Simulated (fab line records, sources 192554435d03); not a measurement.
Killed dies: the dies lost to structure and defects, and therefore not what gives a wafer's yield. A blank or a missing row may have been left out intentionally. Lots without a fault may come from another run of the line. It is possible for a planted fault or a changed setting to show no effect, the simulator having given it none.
fab line records | flow n5_finfet
[record] lots = 7 | wafers = 21
route steps=1938 shown BEOL_M6@1239 BEOL_M7@1305 BEOL_M8@1335 BEOL_M9@1411
start_h: hours from the record's opening day to when the first of the lot's shown wafers began | wait_h: hours since the lot's step before | " as in the row above | L1.1+2: a single row standing in for several wafers | - no value, or no start was given | * or withheld: withheld | < > ~ a bound
route shown NAME@n: names a module that has steps shown in the file, with the first one's number in the route | usual: mean and standard deviation over wafers with no fault | same: alike in all rows | chamber/n: place in a boat | sites: per-site readings | _std_site: how widely they spread, as a standard deviation | _edge_site: inner sites' mean taken away from outer sites' mean | radius_mm: how far each site lies from the wafer's centre | mask NAME#n: copy n | behind: the most recent tool/chamber to have shaped the wafer | hold: reason for holding the lot/hours on hold/outcome of the hold | device: names the non-switching transistor (n, p or np) | end of line: the route-end tests of the same wafers | a step given without rows: its recipe and nothing more | killed: at the first sort, the dies lost to defects and structure; wafer yield is something else | map: dies across one wafer; x = killed, . = not, _ = none there
set.NAME: the setting the step ran with; set.NAME@STEP: the setting that earlier step ran with | model.NAME: the simulator's own value behind a step, which no gauge read
lots where settings were altered on purpose, with a table for each step and a row for each wafer
[[steps]]
[step N5_BEOL_M6_TRENCH_ETCH_37]
[recipe] chemistry = C4F6/O2 | target_depth_a = 944.35 | target = SiCOH_lowk | time_s = 31.5 | ion_energy_ev = 250 | pressure_mtorr = 30 | source_w = 345 | bias_w = 185 | Ar_flow_sccm = 300 | C4F6_flow_sccm = 10 | O2_flow_sccm = 10
lot.wafer | tool        | chamber | start_h | wait_h | set.time_s | model.etch.depth_nm | model.BEOL_M6.feature_depth_nm
L074.3    | rie_diel-05 | 0       | -       | -      | 31.5       | 95.3                | 95.2
L074.5    | "           | 2       | "       | "      | 31.5       | 92.99               | 93
L074.6    | "           | 1       | "       | "      | 31.5       | 93.89               | 93.8
L076.1    | rie_diel-06 | 0       | -       | -      | 31.5       | 95.85               | 95.8
L076.3    | "           | 3       | "       | "      | 31.5       | 93.3                | 93.4
L076.5    | "           | 1       | "       | "      | 31.5       | 94.87               | 94.8
L080.1    | rie_diel-06 | 2       | -       | -      | 31.5       | 94.59               | 94.6
L080.3    | "           | 1       | "       | "      | 26.58      | 79.31               | 79.4
L080.4    | "           | 3       | "       | "      | 31.5       | 91.99               | 92
L083.1    | rie_diel-01 | 3       | -       | -      | 31.5       | 94.11               | 94.2
L083.4    | "           | 1       | "       | "      | 34.7       | 103                 | 103
L083.5    | "           | 1       | "       | "      | 31.5       | 93.89               | 93.8
L087.1    | rie_diel-06 | 1       | -       | -      | 31.5       | 95.69               | 95.6
L087.5    | "           | 0       | "       | "      | 31.5       | 95.49               | 95.4
L087.6    | "           | 1       | "       | "      | 31.5       | 95.11               | 95.2
L090.1    | rie_diel-01 | 3       | -       | -      | 37.15      | 112.2               | 112.2
L090.5    | "           | 3       | "       | "      | 31.5       | 94.72               | 94.8
L090.6    | "           | 2       | "       | "      | 31.5       | 97.22               | 97.2
L093.2    | rie_diel-01 | 3       | -       | -      | 27.14      | 81.04               | 81
L093.4    | "           | 0       | "       | "      | 31.5       | 94.41               | 94.4
L093.6    | "           | 1       | "       | "      | 31.5       | 93.84               | 93.8
[step N5_BEOL_M6_ETCH_41]
[recipe] chemistry = CH3F/O2 | target = SiCN | target_depth_a = 297 | taper_deg = 2 | time_s = 52 | ion_energy_ev = 120 | mask_material = TiN | pressure_mtorr = 30 | source_w = 395 | bias_w = 75 | Ar_flow_sccm = 150 | CH3F_flow_sccm = 30 | O2_flow_sccm = 20
[step N5_BEOL_M6_STRIP_80]
[recipe] chemistry = N2/H2 | time_s = 10 | power_w = 450 | temp_c = 40 | pressure_mtorr = 20 | rf_frequency_hz = 6e+07 | bias_power_w = 7 | n2_flow_sccm = 200 | h2_flow_sccm = 200
[step N5_BEOL_M6_OCD_MEAS_38]
[usual] trench_depth_nm = 94.5/1.2
lot.wafer | tool   | chamber | start_h | wait_h | set.time_s@BEOL_M6_TRENCH_ETCH_37 | trench_depth_nm
L074.3    | ocd-02 | -       | 179.39  | -      | 31.5                              | 95.1
L074.5    | "      | -       | "       | "      | 31.5                              | 92.8
L074.6    | "      | -       | "       | "      | 31.5                              | 94.1
L076.1    | ocd-02 | -       | 210.60  | -      | 31.5                              | 96.0
L076.3    | "      | -       | "       | "      | 31.5                              | 92.9
L076.5    | "      | -       | "       | "      | 31.5                              | 94.9
L080.1    | ocd-02 | -       | 233.80  | -      | 31.5                              | 94.6
L080.3    | "      | -       | "       | "      | 26.58                             | 79.5
L080.4    | "      | -       | "       | "      | 31.5                              | 91.7
L083.1    | ocd-02 | -       | 260.35  | -      | 31.5                              | 93.4
L083.4    | "      | -       | "       | "      | 34.7                              | 102.8
L083.5    | "      | -       | "       | "      | 31.5                              | 93.9
L087.1    | ocd-01 | -       | 266.78  | -      | 31.5                              | 95.4
L087.5    | "      | -       | "       | "      | 31.5                              | 95.5
L087.6    | "      | -       | "       | "      | 31.5                              | 94.9
L090.1    | ocd-02 | -       | 294.87  | -      | 37.15                             | 112.5
L090.5    | "      | -       | "       | "      | 31.5                              | 94.6
L090.6    | "      | -       | "       | "      | 31.5                              | 97.0
L093.2    | ocd-01 | -       | 303.51  | -      | 27.14                             | 80.8
L093.4    | "      | -       | "       | "      | 31.5                              | 94.7
L093.6    | "      | -       | "       | "      | 31.5                              | 93.2
[step N5_BEOL_M6_HM_STRIP_39]
[recipe] chemistry = peroxide_tin_strip | material = TiN | target_depth_a = 250 | temp_c = 50 | time_s = 158
[step N5_BEOL_M6_SRD_40]
[recipe] time_s = 30 | temp_c = 23 | rinse_liquid = diw | dry = ipa_marangoni
[step N5_BEOL_M6_ECD_50]
[recipe] material = Cu | target_thk_a = 3000
[step N5_BEOL_M6_ANNEAL_51]
[recipe] temp_c = 225 | time_s = 90 | ambient = N2
[step N5_BEOL_M6_CMP_52]
[recipe] stop_on = SiCOH_lowk | t_overpolish_s = 6.9 | down_force_psi = 1 | platen_rpm = 50 | clearing_platen_down_force_psi = 1.5 | clearing_platen_rpm = 50 | post_cmp_clean = cu_alkaline | target_thk_nm = 80 | clearing_platen_pad_velocity_m_s = 0.99484 | pad_velocity_m_s = 0.99484
lot.wafer | tool   | chamber | start_h | wait_h | set.time_s@BEOL_M6_TRENCH_ETCH_37 | model.Cu_of_BEOL_M6_ECD_50.thk_nm
L074.3    | cmp-01 | 3       | 182.53  | 0.3    | 31.5                              | 79.4
L074.5    | "      | 0       | "       | "      | 31.5                              | 78
L074.6    | "      | 1       | "       | "      | 31.5                              | 79.6
L076.3    | cmp-02 | 2       | 214.78  | 0.2    | 31.5                              | 78.8
L076.1    | "      | 3       | "       | "      | 31.5                              | 82.6
L076.5    | "      | 1       | "       | "      | 31.5                              | 81.2
L080.1    | cmp-02 | 0       | 238.45  | 0.3    | 31.5                              | 80.6
L080.4    | "      | 1       | "       | "      | 31.5                              | 76.8
L080.3    | "      | 2       | "       | "      | 26.58                             | 65.2
L083.1    | cmp-03 | 3       | 262.85  | 0.3    | 31.5                              | 79.4
L083.4    | "      | 0       | "       | "      | 34.7                              | 89.8
L083.5    | "      | 3       | "       | "      | 31.5                              | 79.6
L087.1    | cmp-03 | 3       | 269.80  | 0.3    | 31.5                              | 81
L087.6    | "      | 3       | "       | "      | 31.5                              | 80
L087.5    | "      | 0       | "       | "      | 31.5                              | 82
L090.1    | cmp-03 | 3       | 297.26  | 0.3    | 37.15                             | 97
L090.6    | "      | 2       | "       | "      | 31.5                              | 84.6
L090.5    | "      | 3       | "       | "      | 31.5                              | 79
L093.2    | cmp-01 | 1       | 306.00  | 0.3    | 27.14                             | 67.2
L093.4    | "      | 2       | "       | "      | 31.5                              | 81.6
L093.6    | "      | 0       | "       | "      | 31.5                              | 80
[step N5_BEOL_M6_THK_MEAS_53]
[recipe] thk_meas_gauge = xrf | reads = Cu_of_BEOL_M6_ECD_50
[usual] M6_THK = 80.1/1.6
lot.wafer | tool          | chamber | start_h | wait_h | set.time_s@BEOL_M6_TRENCH_ETCH_37 | M6_THK[nm]
L074.3    | film_metro-01 | -       | 182.71  | -      | 31.5                              | 79.1
L074.5    | "             | -       | "       | "      | 31.5                              | 77.5
L074.6    | "             | -       | "       | "      | 31.5                              | 79.1
L076.1    | film_metro-01 | -       | 215.00  | -      | 31.5                              | 82.4
L076.3    | "             | -       | "       | "      | 31.5                              | 78.1
L076.5    | "             | -       | "       | "      | 31.5                              | 80.5
L080.1    | film_metro-01 | -       | 238.71  | -      | 31.5                              | 80.9
L080.3    | "             | -       | "       | "      | 26.58                             | 65.5
L080.4    | "             | -       | "       | "      | 31.5                              | 76.9
L083.1    | film_metro-01 | -       | 263.11  | -      | 31.5                              | 79.4
L083.4    | "             | -       | "       | "      | 34.7                              | 89.0
L083.5    | "             | -       | "       | "      | 31.5                              | 79.0
L087.1    | film_metro-02 | -       | 270.10  | -      | 31.5                              | 81.3
L087.5    | "             | -       | "       | "      | 31.5                              | 82.1
L087.6    | "             | -       | "       | "      | 31.5                              | 80.6
L090.1    | film_metro-01 | -       | 297.52  | -      | 37.15                             | 96.5
L090.5    | "             | -       | "       | "      | 31.5                              | 78.2
L090.6    | "             | -       | "       | "      | 31.5                              | 83.8
L093.2    | film_metro-01 | -       | 306.22  | -      | 27.14                             | 66.7
L093.4    | "             | -       | "       | "      | 31.5                              | 81.8
L093.6    | "             | -       | "       | "      | 31.5                              | 79.5
[step N5_BEOL_M6_PRE_CLEAN_55]
[recipe] gas = NH3 | time_s = 15 | temp_c = withheld | rf_power_w = 300
[step N5_BEOL_M6_DEP_56]
[recipe] material = SiCN | target_thk_a = 100 | temp_c = withheld | precursor = 3MS/NH3 | pressure_torr = 3 | rf_w = 202 | time_s = 17.5
[step N5_BEOL_M6_RS_MEAS_57]
[recipe] thk_meas_gauge = four-point-probe | reads = Cu_of_BEOL_M6_ECD_50+Co_of_BEOL_M6_CVD_78+TaN_of_BEOL_M6_ALD_77
[usual] M6_RS = 0.285/0.0065
lot.wafer | tool          | chamber | start_h | wait_h | set.time_s@BEOL_M6_TRENCH_ETCH_37 | M6_RS[ohm/sq]
L074.3    | film_metro-01 | -       | 182.84  | 0.1    | 31.5                              | 0.288
L074.5    | "             | -       | "       | "      | 31.5                              | 0.295
L074.6    | "             | -       | "       | "      | 31.5                              | 0.288
L076.1    | film_metro-01 | -       | 215.18  | 0.1    | 31.5                              | 0.276
L076.3    | "             | -       | "       | "      | 31.5                              | 0.291
L076.5    | "             | -       | "       | "      | 31.5                              | 0.282
L080.1    | film_metro-01 | -       | 238.84  | 0.1    | 31.5                              | 0.283
L080.3    | "             | -       | "       | "      | 26.58                             | 0.365
L080.4    | "             | -       | "       | "      | 31.5                              | 0.300
L083.1    | film_metro-02 | -       | 263.24  | 0.1    | 31.5                              | 0.289
L083.4    | "             | -       | "       | "      | 34.7                              | 0.250
L083.5    | "             | -       | "       | "      | 31.5                              | 0.288
L087.1    | film_metro-01 | -       | 270.23  | 0.1    | 31.5                              | 0.282
L087.5    | "             | -       | "       | "      | 31.5                              | 0.278
L087.6    | "             | -       | "       | "      | 31.5                              | 0.287
L090.1    | film_metro-02 | -       | 297.65  | 0.1    | 37.15                             | 0.228
L090.5    | "             | -       | "       | "      | 31.5                              | 0.291
L090.6    | "             | -       | "       | "      | 31.5                              | 0.268
L093.2    | film_metro-01 | -       | 306.35  | 0.1    | 27.14                             | 0.352
L093.4    | "             | -       | "       | "      | 31.5                              | 0.280
L093.6    | "             | -       | "       | "      | 31.5                              | 0.287
[step N5_BEOL_M7_VIA_ETCH_34]
[recipe] chemistry = C4F6/O2 | target = SiCOH_lowk | target_depth_a = 1255 | mask_material = SOC | taper_deg = 4 | time_s = 50.5 | ion_energy_ev = 250 | pressure_mtorr = 30 | source_w = 345 | bias_w = 185 | Ar_flow_sccm = 300 | C4F6_flow_sccm = 10 | O2_flow_sccm = 10
lot.wafer | tool        | chamber | start_h | wait_h | set.time_s | model.etch.depth_nm | model.SOC_of_BEOL_M7_COAT_63.thk_nm
L074.3    | rie_diel-03 | 3       | 186.63  | 0.0    | 50.5       | 123.3               | 53.8
L074.5    | "           | 1       | "       | "      | 50.5       | 126.9               | 53.8
L074.6    | "           | 2       | "       | "      | 50.5       | 125                 | 54.2
L076.1    | rie_diel-03 | 2       | 219.23  | 0.0    | 53.58      | 131.3               | 54
L076.3    | "           | 3       | "       | "      | 50.5       | 122                 | 54.4
L076.5    | "           | 1       | "       | "      | 50.5       | 125.7               | 54
L080.1    | rie_diel-04 | 0       | 243.90  | 0.0    | 50.5       | 122                 | 54.4
L080.3    | "           | 3       | "       | "      | 50.5       | 124.1               | 54
L080.4    | "           | 2       | "       | "      | 60.67      | 150                 | 53.2
L083.1    | rie_diel-04 | 0       | 266.38  | 0.0    | 57.11      | 138                 | 53.4
L083.4    | "           | 1       | "       | "      | 57.11      | 141.6               | 53.4
L083.5    | "           | 2       | "       | "      | 50.5       | 124.9               | 54.2
L087.1    | rie_diel-03 | 0       | 274.72  | 0.0    | 50.5       | 124.9               | 54.2
L087.5    | "           | 2       | "       | "      | 55.04      | 135.1               | 53.8
L087.6    | "           | 1       | "       | "      | 55.04      | 136.4               | 53.6
L090.1    | rie_diel-02 | 1       | 302.97  | 0.0    | 50.5       | 127.2               | 54
L090.5    | "           | 0       | "       | "      | 50.5       | 125.2               | 54
L090.6    | "           | 1       | "       | "      | 42.16      | 105.9               | 55
L093.2    | rie_diel-02 | 3       | 309.77  | 0.0    | 50.5       | 126                 | 54
L093.4    | "           | 3       | "       | "      | 46.47      | 117.3               | 54.6
L093.6    | "           | 1       | "       | "      | 50.5       | 127.4               | 54.2
[step N5_BEOL_M8_PECVD_70]
[recipe] material = SiO2 | target_thk_a = 200 | temp_c = 400 | precursor = TEOS/O2 | pressure_torr = 5.5 | rf_w = 450 | teos_flow_sccm = 53.8 | gas = O2 | flow_sccm = 3000 | time_s = 22.7
lot.wafer | tool     | chamber | start_h | wait_h | set.temp_c | model.SiO2_of_BEOL_M8_PECVD_70.thk_nm
L074.3    | pecvd-02 | 1       | 190.01  | 0.0    | 400        | 20
L074.5    | "        | 0       | "       | "      | 400        | 20.6
L074.6    | "        | 2       | "       | "      | 400        | 20.2
L076.1+5  | pecvd-02 | 2,1     | 224.31  | 0.0    | 407.1      | 19.2
L076.3    | "        | 1       | "       | "      | 400        | 19.8
L080.1+4  | pecvd-02 | 0       | 247.88  | 0.0    | 400        | 20.4
L080.3    | "        | 1       | "       | "      | 400        | 20
L083.1    | pecvd-01 | 0       | 270.47  | 0.0    | 400        | 20
L083.4    | "        | 0       | "       | "      | 384.2      | 22.6
L083.5    | "        | 1       | "       | "      | 384.2      | 22.8
L087.1    | pecvd-01 | 1       | 278.95  | 0.0    | 400        | 20.2
L087.5    | "        | 2       | "       | "      | 400        | 20
L087.6    | "        | 1       | "       | "      | 400        | 20.6
L090.1    | pecvd-03 | 2       | 306.67  | 0.0    | 417.1      | 17.6
L090.5    | "        | 1       | "       | "      | 400        | 20.6
L090.6    | "        | 2       | "       | "      | 417.1      | 18
L093.2    | pecvd-01 | 1       | 314.65  | 0.0    | 400        | 20
L093.4    | "        | 2       | "       | "      | 414.7      | 18.2
L093.6    | "        | 1       | "       | "      | 414.7      | 18
[step N5_BEOL_M8_COAT_59]
[recipe] resist = SOC | temp_c = 250 | time_s = 60 | spin_rpm = 1500 | resist_thk_nm = 100
lot.wafer | tool           | chamber | start_h | wait_h | set.spin_rpm | model.SOC_of_BEOL_M8_COAT_59.thk_nm
L074.3+6  | litho_track-01 | 0       | 190.79  | 0.1    | 1500         | 100.4
L074.5    | "              | 0       | "       | "      | 1500         | 100.2
L076.1+3  | litho_track-04 | 0       | 227.82  | 0.1    | 1567         | 98
L076.5    | "              | 0       | "       | "      | 1500         | 100.4
L080.1    | litho_track-03 | 0       | 250.14  | 0.1    | 1349         | 105.8
L080.3+4  | "              | 0       | "       | "      | 1500         | 99.8
L083.1    | litho_track-03 | 0       | 271.26  | 0.1    | 1666         | 94.6
L083.4    | "              | 0       | "       | "      | 1500         | 99.6
L083.5    | "              | 0       | "       | "      | 1666         | 95
L087.1+6  | litho_track-01 | 0       | 279.84  | 0.1    | 1500         | 100.2
L087.5    | "              | 0       | "       | "      | 1370         | 104.8
L090.1    | litho_track-03 | 0       | 307.30  | 0.1    | 1387         | 104.2
L090.5    | "              | 0       | "       | "      | 1500         | 100.2
L090.6    | "              | 0       | "       | "      | 1387         | 104
L093.2    | litho_track-04 | 0       | 316.09  | 0.1    | 1500         | 100
L093.4    | "              | 0       | "       | "      | 1500         | 100.2
L093.6    | "              | 0       | "       | "      | 1668         | 94.8
[step N5_BEOL_M8_COAT_60]
[recipe] resist = SiARC | temp_c = 220 | time_s = 60 | spin_rpm = 1500 | resist_thk_nm = 35
[step N5_BEOL_M8_COAT_05]
[recipe] resist = CAR-ArF | spin_rpm = 1500 | resist_thk_nm = 90
[step N5_BEOL_M8_DESCUM_16]
[recipe] chemistry = O2 | time_s = 7.9 | source_power_w = 50 | bias_power_w = 20 | pressure_mtorr = 20 | rf_frequency_hz = 2.712e+07 | temp_c = 40 | resist = CAR-ArF | o2_flow_sccm = 225
[step N5_BEOL_M8_ETCH_61]
[recipe] chemistry = CF4 | target = SiARC | target_depth_a = 455 | mask_material = CAR-ArF | time_s = 75.8 | ion_energy_ev = 80 | pressure_mtorr = 40 | source_w = 545 | bias_w = 36 | Ar_flow_sccm = 100 | cf4_flow_sccm = 100 | ends = cleared
[step N5_BEOL_M8_ETCH_62]
[recipe] chemistry = N2/H2 | target = SOC | target_depth_a = 1100 | overetch_a = 220 | mask_material = SiARC | temp_c = 40 | time_s = 165 | ion_energy_ev = 200 | pressure_mtorr = 30 | source_w = 840 | bias_w = 150 | n2_flow_sccm = 200 | h2_flow_sccm = 200
lot.wafer | tool        | chamber | start_h | wait_h | set.spin_rpm@BEOL_M8_COAT_59 | model.etch.depth_nm
L074.3    | rie_diel-06 | 3       | 191.41  | 0.0    | 1500                         | 100.3
L074.5    | "           | 0       | "       | "      | 1500                         | 100.2
L074.6    | "           | 3       | "       | "      | 1500                         | 100.5
L076.1    | rie_diel-06 | 2       | 228.31  | 0.0    | 1567                         | 98.09
L076.3    | "           | 3       | "       | "      | 1567                         | 98.07
L076.5    | "           | 3       | "       | "      | 1500                         | 100.4
L080.1    | rie_diel-01 | 1       | 250.75  | 0.0    | 1349                         | 105.7
L080.3    | "           | 0       | "       | "      | 1500                         | 99.76
L080.4    | "           | 2       | "       | "      | 1500                         | 99.85
L083.1    | rie_diel-01 | 1       | 272.06  | 0.0    | 1666                         | 94.62
L083.4    | "           | 0       | "       | "      | 1500                         | 99.52
L083.5    | "           | 1       | "       | "      | 1666                         | 94.91
L087.1    | rie_diel-05 | 2       | 280.55  | 0.0    | 1500                         | 100.2
L087.5    | "           | 0       | "       | "      | 1370                         | 104.8
L087.6    | "           | 1       | "       | "      | 1500                         | 100.1
L090.1    | rie_diel-06 | 2       | 308.22  | 0.0    | 1387                         | 104.3
L090.5    | "           | 0       | "       | "      | 1500                         | 100.2
L090.6    | "           | 3       | "       | "      | 1387                         | 104.1
L093.2    | rie_diel-06 | 1       | 316.96  | 0.0    | 1500                         | 99.99
L093.4    | "           | 0       | "       | "      | 1500                         | 100.3
L093.6    | "           | 2       | "       | "      | 1668                         | 94.82
[step N5_BEOL_M9_EXPOSE_08]
[recipe] mask_id = M9 | na = 1.35 | source_shape = dipole | sigma_inner = 0.411 | sigma_outer = 0.611 | polarization = te | dose_mj = 53.75
lot.wafer  | tool            | chamber | start_h | wait_h | mask | set.dose_mj
L074.3+5+6 | arfi_scanner-03 | 0       | 199.16  | -      | M9#0 | 53.75
L076.1+3   | arfi_scanner-03 | 0       | 238.44  | -      | M9#0 | 53.75
L076.5     | "               | 0       | "       | "      | M9#0 | 49.96
L080.1+4   | arfi_scanner-02 | 0       | 260.94  | -      | M9#0 | 51.16
L080.3     | "               | 0       | "       | "      | M9#0 | 53.75
L083.1+4+5 | arfi_scanner-03 | 0       | 279.98  | -      | M9#0 | 53.75
L087.1+6   | arfi_scanner-01 | 0       | 291.99  | -      | M9#0 | 53.75
L087.5     | "               | 0       | "       | "      | M9#0 | 55.58
L090.1+5+6 | arfi_scanner-03 | 0       | 319.28  | -      | M9#0 | 53.75
L093.2+6   | arfi_scanner-01 | 0       | 323.93  | -      | M9#0 | 53.75
L093.4     | "               | 0       | "       | "      | M9#0 | 55.93
[step N5_BEOL_M9_PEB_09]
[recipe] peb_temp_c = withheld | peb_time_s = 60 | resist = CAR-ArF
[step N5_BEOL_M9_DEVELOP_10]
[recipe] develop_time_s = 30 | developer = TMAH | resist = CAR-ArF | rinse_liquid = diw | dry = air_spin | dev_temp_c = 23
[step N5_BEOL_M9_CD_MEAS_11]
[recipe] target_cd_nm = 64.1 | landing_energy_ev = 500 | detector = se_inlens | polarity = opening
[usual] cd_nm = 64.4/0.54
lot.wafer | tool      | chamber | start_h | wait_h | set.dose_mj@BEOL_M9_EXPOSE_08 | cd_nm
L074.3    | cd_sem-01 | 0       | 199.28  | -      | 53.75                         | 63.5
L074.5    | "         | 0       | "       | "      | 53.75                         | 64.4
L074.6    | "         | 0       | "       | "      | 53.75                         | 64.1
L076.1    | cd_sem-03 | 0       | 238.56  | -      | 53.75                         | 64.3
L076.3    | "         | 0       | "       | "      | 53.75                         | 64.4
L076.5    | "         | 0       | "       | "      | 49.96                         | 60.5
L080.1    | cd_sem-03 | 0       | 261.07  | -      | 51.16                         | 61.6
L080.3    | "         | 0       | "       | "      | 53.75                         | 63.7
L080.4    | "         | 0       | "       | "      | 51.16                         | 62.3
L083.1    | cd_sem-03 | 0       | 280.11  | -      | 53.75                         | 64.0
L083.4    | "         | 0       | "       | "      | 53.75                         | 64.6
L083.5    | "         | 0       | "       | "      | 53.75                         | 64.3
L087.1    | cd_sem-01 | 0       | 292.11  | -      | 53.75                         | 64.7
L087.5    | "         | 0       | "       | "      | 55.58                         | 66.8
L087.6    | "         | 0       | "       | "      | 53.75                         | 64.7
L090.1    | cd_sem-02 | 0       | 319.41  | -      | 53.75                         | 63.4
L090.5    | "         | 0       | "       | "      | 53.75                         | 64.0
L090.6    | "         | 0       | "       | "      | 53.75                         | 64.4
L093.2    | cd_sem-02 | 0       | 324.05  | -      | 53.75                         | 63.2
L093.4    | "         | 0       | "       | "      | 55.93                         | 66.6
L093.6    | "         | 0       | "       | "      | 53.75                         | 64.4
[step N5_BEOL_M9_DESCUM_16]
[recipe] chemistry = O2 | time_s = 7.9 | source_power_w = 50 | bias_power_w = 20 | pressure_mtorr = 20 | rf_frequency_hz = 2.712e+07 | temp_c = 40 | resist = CAR-ArF | o2_flow_sccm = 225
[step N5_BEOL_M9_ETCH_61]
[recipe] chemistry = CF4 | target = SiARC | target_depth_a = 390 | mask_material = CAR-ArF | time_s = 65 | ion_energy_ev = 80 | pressure_mtorr = 40 | source_w = 545 | bias_w = 36 | Ar_flow_sccm = 100 | cf4_flow_sccm = 100 | ends = cleared
lot.wafer | tool        | chamber | start_h | wait_h | set.dose_mj@BEOL_M9_EXPOSE_08 | model.BEOL_M9.cd_offset_nm
L074.3    | rie_diel-04 | 1       | 199.40  | 0.0    | 53.75                         | -0.6
L074.5    | "           | 1       | "       | "      | 53.75                         | 0
L074.6    | "           | 2       | "       | "      | 53.75                         | -0.2
L076.1    | rie_diel-04 | 2       | 238.73  | 0.0    | 53.75                         | 0.2
L076.3    | "           | 0       | "       | "      | 53.75                         | 0
L076.5    | "           | 0       | "       | "      | 49.96                         | -3.8
L080.1    | rie_diel-03 | 1       | 261.26  | 0.0    | 51.16                         | -3
L080.3    | "           | 2       | "       | "      | 53.75                         | -0.2
L080.4    | "           | 0       | "       | "      | 51.16                         | -2.4
L083.1+5  | rie_diel-02 | 0,3     | 280.33  | 0.0    | 53.75                         | 0
L083.4    | "           | 3       | "       | "      | 53.75                         | 0.4
L087.1    | rie_diel-03 | 2       | 292.35  | 0.0    | 53.75                         | 0.4
L087.5    | "           | 1       | "       | "      | 55.58                         | 2.2
L087.6    | "           | 2       | "       | "      | 53.75                         | 0.2
L090.1+5  | rie_diel-03 | 3,1     | 319.53  | 0.0    | 53.75                         | -0.8
L090.6    | "           | 3       | "       | "      | 53.75                         | 0.4
L093.2    | rie_diel-03 | 1       | 324.41  | 0.0    | 53.75                         | -1.4
L093.4    | "           | 0       | "       | "      | 55.93                         | 2.2
L093.6    | "           | 1       | "       | "      | 53.75                         | -0.2
[step N5_BEOL_M9_ETCH_62]
[recipe] chemistry = N2/H2 | target = SOC | target_depth_a = 1100 | overetch_a = 220 | mask_material = SiARC | temp_c = 40 | time_s = 165 | ion_energy_ev = 200 | pressure_mtorr = 30 | source_w = 840 | bias_w = 150 | n2_flow_sccm = 200 | h2_flow_sccm = 200
[step N5_BEOL_M9_STRIP_68]
[recipe] chemistry = N2/H2 | temp_c = 40 | n2_flow_sccm = 200 | h2_flow_sccm = 200 | rf_frequency_hz = 6e+07
[step N5_BEOL_M9_STRIP_67]
[recipe] chemistry = CF4 | resist = SiARC | power_w = 300 | bias_power_w = 75 | pressure_mtorr = 50 | cf4_flow_sccm = 150 | rf_frequency_hz = 6e+07
[step N5_BEOL_M9_HM_OPEN_17]
[recipe] chemistry = Cl2/BCl3 | target_depth_a = 200 | overetch_a = 60 | target = TiN | mask_material = SOC | ion_energy_ev = 150 | pressure_mtorr = 10 | icp_w = 1000 | bias_w = 126 | Cl2_flow_sccm = 53.25 | bcl3_flow_sccm = 21.75 | Ar_flow_sccm = 25
lot.wafer | tool         | chamber | start_h | wait_h | set.dose_mj@BEOL_M9_EXPOSE_08 | model.BEOL_M9.cd_offset_nm
L074.3    | rie_metal-02 | 1       | 199.67  | 0.1    | 53.75                         | -1
L074.5    | "            | 0       | "       | "      | 53.75                         | -0.2
L074.6    | "            | 1       | "       | "      | 53.75                         | -0.6
L076.1    | rie_metal-01 | 1       | 238.96  | 0.0    | 53.75                         | 0.2
L076.3    | "            | 1       | "       | "      | 53.75                         | 0
L076.5    | "            | 0       | "       | "      | 49.96                         | -4
L080.1    | rie_metal-03 | 0       | 261.50  | 0.0    | 51.16                         | -2.8
L080.3    | "            | 0       | "       | "      | 53.75                         | -0.6
L080.4    | "            | 0       | "       | "      | 51.16                         | -2.4
L083.1    | rie_metal-01 | 1       | 280.57  | 0.0    | 53.75                         | 0
L083.4    | "            | 0       | "       | "      | 53.75                         | 0.4
L083.5    | "            | 1       | "       | "      | 53.75                         | -0.2
L087.1    | rie_metal-01 | 1       | 292.59  | 0.0    | 53.75                         | 0.2
L087.5    | "            | 0       | "       | "      | 55.58                         | 2.4
L087.6    | "            | 1       | "       | "      | 53.75                         | 0
L090.1+5  | rie_metal-03 | 0,1     | 319.77  | 0.0    | 53.75                         | -0.8
L090.6    | "            | 0       | "       | "      | 53.75                         | 0.2
L093.2    | rie_metal-02 | 1       | 324.65  | 0.0    | 53.75                         | -1.2
L093.4    | "            | 1       | "       | "      | 55.93                         | 2.6
L093.6    | "            | 0       | "       | "      | 53.75                         | -0.2
[[key]]
[split] step = N5_BEOL_M6_TRENCH_ETCH_37 | setting = time_s | stated = 31.5 | by = wafer
[response] step = N5_BEOL_M6_TRENCH_ETCH_37 | reading = model.etch.depth_nm | change = +0.909 | per = 1% | r = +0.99
[response] step = N5_BEOL_M6_TRENCH_ETCH_37 | reading = model.BEOL_M6.feature_depth_nm | change = +0.907 | per = 1% | r = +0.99
[response] step = N5_BEOL_M6_OCD_MEAS_38 | reading = trench_depth_nm | change = +0.916 | per = 1% | r = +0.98
[response] step = N5_BEOL_M6_CMP_52 | reading = model.Cu_of_BEOL_M6_ECD_50.thk_nm | change = +0.902 | per = 1% | r = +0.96
[response] step = N5_BEOL_M6_THK_MEAS_53 | reading = M6_THK | change = +0.907 | per = 1% | r = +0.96
[response] step = N5_BEOL_M6_RS_MEAS_57 | reading = M6_RS | change = -0.00397 | per = 1% | r = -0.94
[split] step = N5_BEOL_M7_VIA_ETCH_34 | setting = time_s | stated = 50.5 | by = wafer
[response] step = N5_BEOL_M7_VIA_ETCH_34 | reading = model.etch.depth_nm | change = +1.25 | per = 1% | r = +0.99
[response] step = N5_BEOL_M7_VIA_ETCH_34 | reading = model.SOC_of_BEOL_M7_COAT_63.thk_nm | change = -0.0551 | per = 1% | r = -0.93
[split] step = N5_BEOL_M8_PECVD_70 | setting = temp_c | stated = 400 | by = wafer
[response] step = N5_BEOL_M8_PECVD_70 | reading = model.SiO2_of_BEOL_M8_PECVD_70.thk_nm | change = -0.607 | per = 1% | r = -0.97
[split] step = N5_BEOL_M8_COAT_59 | setting = spin_rpm | stated = 1500 | by = wafer
[response] step = N5_BEOL_M8_COAT_59 | reading = model.SOC_of_BEOL_M8_COAT_59.thk_nm | change = -0.505 | per = 1% | r = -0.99
[response] step = N5_BEOL_M8_ETCH_62 | reading = model.etch.depth_nm | change = -0.504 | per = 1% | r = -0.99
[split] step = N5_BEOL_M9_EXPOSE_08 | setting = dose_mj | stated = 53.75 | by = wafer
[response] step = N5_BEOL_M9_CD_MEAS_11 | reading = cd_nm | change = +0.541 | per = 1% | r = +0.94
[response] step = N5_BEOL_M9_ETCH_61 | reading = model.BEOL_M9.cd_offset_nm | change = +0.576 | per = 1% | r = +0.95
[response] step = N5_BEOL_M9_HM_OPEN_17 | reading = model.BEOL_M9.cd_offset_nm | change = +0.592 | per = 1% | r = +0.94
